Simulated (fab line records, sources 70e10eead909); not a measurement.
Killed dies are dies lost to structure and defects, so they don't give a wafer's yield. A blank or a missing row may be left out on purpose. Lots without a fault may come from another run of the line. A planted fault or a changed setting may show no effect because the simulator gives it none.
A struck lot beside a sound one | flow nand_harc | 23 steps out of a route of 1159
Sound: wafers L905.2, L905.4, L905.5. Struck: wafers L916.2, L916.3, L916.5. The cause comes at the end.
At each step with rows: each side's tool, then ch and its chambers, then its first start. Under that, the readings that differ: sound wafers | struck wafers | difference of the means | sigmas: that difference in standard deviations of wafers without a fault.
alike: readings whose means differ by less than 2 such deviations, and words and numbers that are the same on both sides. not compared: withheld readings, readings that some wafer has no value for, bounds like >300 that may hide the same value, and numbers for which the record gives no deviation and whose values overlap.
The two part at a step that has a row with sigmas, a row that says differs or no value, or rows on one side only. Numbers that don't overlap but have no deviation are shown without sigmas and don't part them. A reading that every wafer of one side lacks parts them only if that side has two wafers or more.

NHARC_A_M0_INSPECT_27:
  sound on defect_inspect-01, day 17 20:45; struck on defect_inspect-02, day 20 22:36
  alike: raw_defect_count
NHARC_A_M0_PRE_CLEAN_31: time 12 s.
  sound on pecvd-03 ch 0,1,2, day 17 20:50; struck on pecvd-04 ch 0,1, day 20 22:46
  alike: heater_power_w
  not compared: since_wet_clean_h
NHARC_A_M0_DEP_32: deposits SiCN, target thk 30 nm.
  sound on pecvd-03 ch 0,1,2, day 17 20:59; struck on pecvd-04 ch 0,1, day 20 22:51
  alike: chamber_pressure_Torr, heater_power_w
  not compared: since_wet_clean_h
then, 8 steps without rows for these wafers: NHARC_A_M1_DEP_00 (deposits SiOC, target thk 182.5 nm); NHARC_A_M1_DEHYDRATE_01 (time 120 s); NHARC_A_M1_HMDS_02 (time 30 s); NHARC_A_M1_COAT_34 (time 65 s); NHARC_A_M1_COAT_03 (resist thk 90 nm); NHARC_A_M1_SOFTBAKE_04 (time 55 s); NHARC_A_M1_EBR_05; NHARC_A_M1_EXPOSE_06 (exposes mask A M1, target cd 120 nm).
NHARC_A_M1_PEB_07: peb time 65 s.
  sound on litho_track-01 ch 0, day 17 21:55; struck on litho_track-06 ch 0, day 20 23:52
  alike: resist_line_temp_C
then, 1 step without rows for these wafers: NHARC_A_M1_DEVELOP_08 (develop time 35 s).
NHARC_A_M1_CD_MEAS_09: target cd 120 nm.
  sound on cd_sem-01 ch 0, day 17 22:00; struck on cd_sem-03 ch 0, day 20 23:56
  reading    | sound             | struck            | difference | sigmas
  cd_nm (nm) | 118.6 119.7 120.4 | 124.7 124.5 124.5 | +5.0       | +7
NHARC_A_M1_OVL_MEAS_10: pitch 240 nm.
  sound on overlay-02, day 17 22:05; struck on overlay-02, day 21 00:02
  alike: overlay_x_nm, overlay_y_nm
NHARC_A_M1_INSPECT_11:
  sound on defect_inspect-01, day 17 22:07; struck on defect_inspect-02, day 21 00:04
  alike: raw_defect_count
NHARC_A_M1_DESCUM_14: chemistry O2, time 3 s.
  sound on rie_diel-11 ch 0,1,3, day 17 22:11; struck on rie_diel-03 ch 1,2, day 21 00:08
  reading               | sound             | struck            | difference | sigmas
  model.A_M1.cd_nm (nm) | 118.6 119.1 119.4 | 124.4 124.9 124.2 | +5.5       |
  alike: drypump_motor_current_A, oes_product_au, rf_vpp_V, showerhead_plenum_p_Torr, throttle_valve_pct
  not compared: rf_hours_counter_h
NHARC_A_M1_ETCH_35: etches the open film in N2/H2, target depth 40 nm, overetch 12 nm, time 43.94 s.
  sound on rie_diel-11 ch 0,1,3, day 17 22:17; struck on rie_diel-03 ch 1,2,3, day 21 00:13
  reading                | sound                | struck               | difference | sigmas
  throttle_valve_pct (%) | 14.184 14.183 14.192 | 14.150 14.166 14.163 | -0.027     | -3
  alike: drypump_motor_current_A, oes_product_au, rf_vpp_V, showerhead_plenum_p_Torr
  not compared: rf_hours_counter_h
NHARC_A_M1_ETCH_15: etches the open film in C4F8/Ar, target depth 182.5 nm, time 91.2 s.
  sound on rie_diel-11 ch 0,1,2; struck on rie_diel-03 ch 0,1,2
  alike: oes_product_au, rf_vpp_V
  not compared: rf_hours_counter_h
NHARC_A_M1_CD_MEAS_16:
  sound on cd_sem-03, day 17 22:29; struck on cd_sem-03, day 21 00:26
  reading    | sound             | struck            | difference | sigmas
  cd_nm (nm) | 119.0 119.3 119.3 | 124.5 124.4 124.9 | +5.4       | +7
NHARC_A_M1_STRIP_18: strips in N2/H2.
  sound on rie_diel-03 ch 0,3, day 17 22:34; struck on rie_diel-10 ch 0,2, day 21 00:30
  alike: drypump_motor_current_A, oes_product_au, rf_vpp_V, showerhead_plenum_p_Torr, throttle_valve_pct
  not compared: rf_hours_counter_h
NHARC_A_M1_ETCH_28: etches the open film in CF4/N2, target depth 30 nm, time 72.99 s.
  sound on rie_diel-03 ch 2,3; struck on rie_diel-10 ch 0,3
  reading               | sound             | struck            | difference | sigmas
  model.A_M1.cd_nm (nm) | 118.6 119.8 120.3 | 124.2 124.3 124.1 | +4.6       |
  alike: drypump_motor_current_A, oes_product_au, rf_vpp_V, showerhead_plenum_p_Torr, throttle_valve_pct
  not compared: rf_hours_counter_h
then, 1 step without rows for these wafers: NHARC_A_M1_STRIP_19 (strips in post etch residue remover, time 600 s).

WHERE THEY PART
First at NHARC_A_M1_CD_MEAS_09; last, within this record, at NHARC_A_M1_CD_MEAS_16. Later steps at which nothing parts them and some readings are alike: NHARC_A_M1_STRIP_18, NHARC_A_M1_ETCH_28.

WHY: what the simulator had put in
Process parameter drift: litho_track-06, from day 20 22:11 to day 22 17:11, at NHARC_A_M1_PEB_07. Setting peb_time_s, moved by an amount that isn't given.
